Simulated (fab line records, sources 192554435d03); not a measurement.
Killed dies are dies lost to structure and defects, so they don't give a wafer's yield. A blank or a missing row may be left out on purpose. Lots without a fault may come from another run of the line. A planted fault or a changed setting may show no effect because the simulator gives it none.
Split-lot experiment | flow n5_finfet | 7 lots, 21 wafers read, on a route of 1938 steps

THE SPLIT
At N5_BEOL_M0_CUTY_ETCH_63 (etches SOC in N2/H2, target depth 82.7 nm, overetch 16.5 nm, time 124 s), the setting source_w was moved away from the recipe's 840 W on 7 of the 21 wafers read, by -16.4% to +17.1%. The other wafers ran this setting at the recipe's value.

The reading is taken at the split's own step.

THE READING
rf_vpp_V, in V, at N5_BEOL_M0_CUTY_ETCH_63 (etches SOC in N2/H2, target depth 82.7 nm, overetch 16.5 nm, time 124 s). Fault-free wafers of this fab line usually give 524.0 V, standard deviation 2.1 V.

wafer  | tool, chamber at the split | source_w as run, W | against the recipe | rf_vpp_V, V | against lot-mates on the recipe
L074.1 | rie_diel-01, 2             | 768.4              | -8.5%              | 537.6       | +13.2
L074.2 | rie_diel-01, 3             | 840                | recipe             | 525.0       | -
L074.5 | rie_diel-01, 1             | 840                | recipe             | 523.7       | -
L078.1 | rie_diel-05, 2             | 974.4              | +16.0%             | 500.4       | -23.2
L078.3 | rie_diel-05, 3             | 840                | recipe             | 520.8       | -
L078.4 | rie_diel-05, 0             | 840                | recipe             | 526.4       | -
L079.1 | rie_diel-01, 2             | 840                | recipe             | 523.3       | -
L079.2 | rie_diel-01, 1             | 840                | recipe             | 521.6       | -
L079.6 | rie_diel-01, 3             | 767.7              | -8.6%              | 539.3       | +16.8
L080.4 | rie_diel-03, 2             | 840                | recipe             | 524.9       | -
L080.5 | rie_diel-03, 2             | 840                | recipe             | 525.2       | -
L080.6 | rie_diel-03, 1             | 919.6              | +9.5%              | 509.3       | -15.7
L084.2 | rie_diel-05, 0             | 840                | recipe             | 526.8       | -
L084.3 | rie_diel-05, 2             | 840                | recipe             | 526.6       | -
L084.4 | rie_diel-05, 3             | 840                | recipe             | 520.8       | -
L089.2 | rie_diel-01, 0             | 702.5              | -16.4%             | 554.2       | +31.4
L089.3 | rie_diel-01, 1             | 840                | recipe             | 522.2       | -
L089.4 | rie_diel-01, 0             | 840                | recipe             | 523.5       | -
L091.1 | rie_diel-01, 1             | 983.9              | +17.1%             | 497.0       | -25.1
L091.2 | rie_diel-01, 3             | 983.9              | +17.1%             | 497.0       | -25.1
L091.6 | rie_diel-01, 0             | 840                | recipe             | 522.1       | -

THE FIT
A straight line over all 21 wafers: rf_vpp_V changes by -1.63 V for each +1% of source_w; r = -0.99; the points scatter about the line by 2 V.
The same after taking each lot's own level away (the mean of its wafers on the recipe; 21 wafers): -1.61 V for each +1%; r = -0.99; scatter 2.1 V.
On that fit, the largest move of source_w shifts the reading by 28 V.
The lots' own levels span 522.10 to 525.05 V, that is 1.4 times the standard deviation above.
So the lot-to-lot level changes the slope little: the two slopes agree.
Check: with one of the wafers moved furthest among these (+17.1%) left out of the fit, the line predicts -27.5 V for it against its lot-mates. It came out at -25.1 V against them.
Tool readings at the split's step, against how far the setting was moved: rf_vpp_V r = -0.99.

OTHER SPLITS ON THESE WAFERS
These wafers also went through other splits before the reading. Each is held against what the fit with the lots' levels taken away leaves over:
other split on the same wafers          | wafers away from the commonest value | r with rf_vpp_V (lot level and that fit taken away)
N5_ILD0_ALD_15 ald_cycles               | 6                                    | +0.31
N5_GATE_CUT_ETCH_58 time_s              | 7                                    | +0.07
N5_GATE_CUT_COAT_27 spin_rpm            | 4                                    | +0.10
N5_GATE_CUT_COAT_07 spin_rpm            | 4                                    | +0.34
N5_MOL_CONTACT_COAG_VIA_ETCH_117 bias_w | 7                                    | +0.34
N5_BEOL_M0_CUTY_COAT_51 spin_rpm        | 4                                    | +0.11

THE FILE'S OWN FIT
rf_vpp_V changes by -1.63 V for each +1% of source_w, r = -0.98.
